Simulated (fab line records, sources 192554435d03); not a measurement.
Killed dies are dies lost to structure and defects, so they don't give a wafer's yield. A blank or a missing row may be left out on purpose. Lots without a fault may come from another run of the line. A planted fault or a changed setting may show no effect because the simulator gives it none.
Chamber matching | flow n5_finfet | N5_SDB_ETCH_18 on rie_diel-05: 4 sister chambers
The step etches SOC in N2/H2, target depth 100 nm, overetch 20 nm, time 150 s. 4 wafers are shown with their chamber, then 9 later ones without.

WAFERS WITH THEIR CHAMBER
wafer  | chamber | showerhead_plenum_p_Torr (Torr)
L082.6 | 3       | 2.63
L086.1 | 2       | 2.72
L086.2 | 0       | 2.65
L086.3 | 1       | 2.35

WAFERS WITHOUT THEIR CHAMBER
wafer  | showerhead_plenum_p_Torr (Torr)
L086.4 | 2.62
L086.5 | 2.72
L086.6 | 2.35
L091.3 | 2.62
L091.4 | 2.35
L091.5 | 2.72
L095.2 | 2.62
L095.5 | 2.34
L095.6 | 2.64

WHICH CHAMBER EACH WENT THROUGH
wafer  | from the rows above     | in truth
L086.4 | 3                       | 3
L086.5 | 2                       | 2
L086.6 | 1                       | 1
L091.3 | 3                       | 3
L091.4 | 1                       | 1
L091.5 | 2                       | 2
L095.2 | 3                       | 3
L095.5 | 1                       | 1
L095.6 | can't be placed: 0 or 3 | 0
Placed correctly: 8 of 9. Can't be placed from these rows: 1 (the true chamber is among the candidates in 1). Placed wrongly: 0.
How it was worked out, from the rows above alone: a wafer's distance from a chamber is the root of the sum, over the readings, of the square of ((its reading less the chamber's mean) divided by the reading's scatter). The wafer belongs to the nearest chamber; if the next one is less than 2 further off, it can't be placed. A chamber's mean is the mean of its shown wafers. The scatter: with one shown wafer a chamber, the root of the mean of the squares of how far each hidden wafer lies from its nearest shown one.
